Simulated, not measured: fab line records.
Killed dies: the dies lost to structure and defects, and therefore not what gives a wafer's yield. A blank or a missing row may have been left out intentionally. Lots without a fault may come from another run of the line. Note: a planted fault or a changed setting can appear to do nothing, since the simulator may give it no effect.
Chamber matching | flow nand-harc | NHARC_P_BONDPAD_STRIP_15 on rie-diel-03 has 4 sister chambers
The step strips in O2. 22 wafers are shown with their chamber, then 11 later ones without.

== WAFERS WITH THEIR CHAMBER ==
wafer  | chamber | showerhead-plenum-p-Torr (Torr) | drypump-motor-current-A (A) | oes-product-au (a.u.)
L079.3 | 0       | 3.76                            | 5.0                         | 1.003
L079.4 | 3       | 3.68                            | 6.0                         | 1.003
L079.5 | 3       | 3.68                            | 6.0                         | 0.998
L081.2 | 1       | 3.73                            | 5.9                         | 1.011
L081.3 | 0       | 3.76                            | 5.0                         | 1.001
L081.5 | 0       | 3.76                            | 5.0                         | 1.001
L083.3 | 3       | 3.68                            | 6.0                         | 0.997
L083.4 | 0       | 3.76                            | 5.0                         | 1.008
L083.5 | 1       | 3.73                            | 5.9                         | 1.005
L083.1 | 1       | 3.73                            | 5.9                         | 1.003
L083.2 | 2       | 3.35                            | 5.4                         | 1.008
L083.6 | 0       | 3.76                            | 5.0                         | 0.999
L085.1 | 1       | 3.73                            | 5.9                         | 1.008
L085.3 | 2       | 3.35                            | 5.4                         | 1.000
L085.6 | 2       | 3.35                            | 5.4                         | 1.005
L085.2 | 0       | 3.76                            | 5.0                         | 0.990
L085.4 | 3       | 3.68                            | 6.0                         | 0.989
L085.5 | 3       | 3.68                            | 6.0                         | 0.997
L088.1 | 2       | 3.35                            | 5.4                         | 1.009
L088.5 | 3       | 3.68                            | 6.0                         | 0.993
L088.6 | 0       | 3.76                            | 5.0                         | 0.991
L092.2 | 1       | 3.72                            | 5.8                         | 1.013

SIGNATURES (means of the wafers above)
reading                  | chamber 0 | chamber 1 | chamber 2 | chamber 3 | scatter within a chamber
showerhead-plenum-p-Torr | 3.7600    | 3.7280    | 3.3500    | 3.6800    | 0.00211
drypump-motor-current-A  | 5.000     | 5.880     | 5.400     | 6.000     | 0.0211
oes-product-au           | 0.99900   | 1.00800   | 1.00550   | 0.99617   | 0.00516
Rule: for each reading, subtract the chamber's mean from the wafer's reading, divide by that reading's scatter and square the result; add these up over the readings and take the root, which gives the wafer's distance from the chamber. If the next closest chamber is less than 2 further off than the closest, the wafer can't be placed; otherwise it belongs to the closest. The scatter is the square root of a quotient: the sum, over the shown wafers, of each reading's squared deviation from its chamber's mean, divided by wafers minus chambers.

== WAFERS MISSING THEIR CHAMBER ==
wafer  | showerhead-plenum-p-Torr (Torr) | drypump-motor-current-A (A) | oes-product-au (a.u.)
L092.3 | 3.76                            | 5.0                         | 0.999
L092.4 | 3.35                            | 5.4                         | 1.007
L094.1 | 3.72                            | 5.8                         | 1.005
L094.4 | 3.35                            | 5.4                         | 0.993
L094.5 | 3.76                            | 5.0                         | 1.009
L095.1 | 3.68                            | 5.9                         | 1.003
L095.5 | 3.72                            | 5.8                         | 1.021
L095.6 | 3.35                            | 5.4                         | 0.990
L096.1 | 3.72                            | 5.9                         | 0.992
L096.3 | 3.76                            | 5.0                         | 1.001
L096.5 | 3.72                            | 5.9                         | 1.002

== EACH ONE'S CHAMBER ==
wafer  | from the rows above | in truth
L092.3 | 0                   | 0
L092.4 | 2                   | 2
L094.1 | 1                   | 1
L094.4 | 2                   | 2
L094.5 | 0                   | 0
L095.1 | 3                   | 3
L095.5 | 1                   | 1
L095.6 | 2                   | 2
L096.1 | 1                   | 1
L096.3 | 0                   | 0
L096.5 | 1                   | 1
11 of 11 placed correctly. Left unplaced by these rows: 0. Wrongly placed: 0.
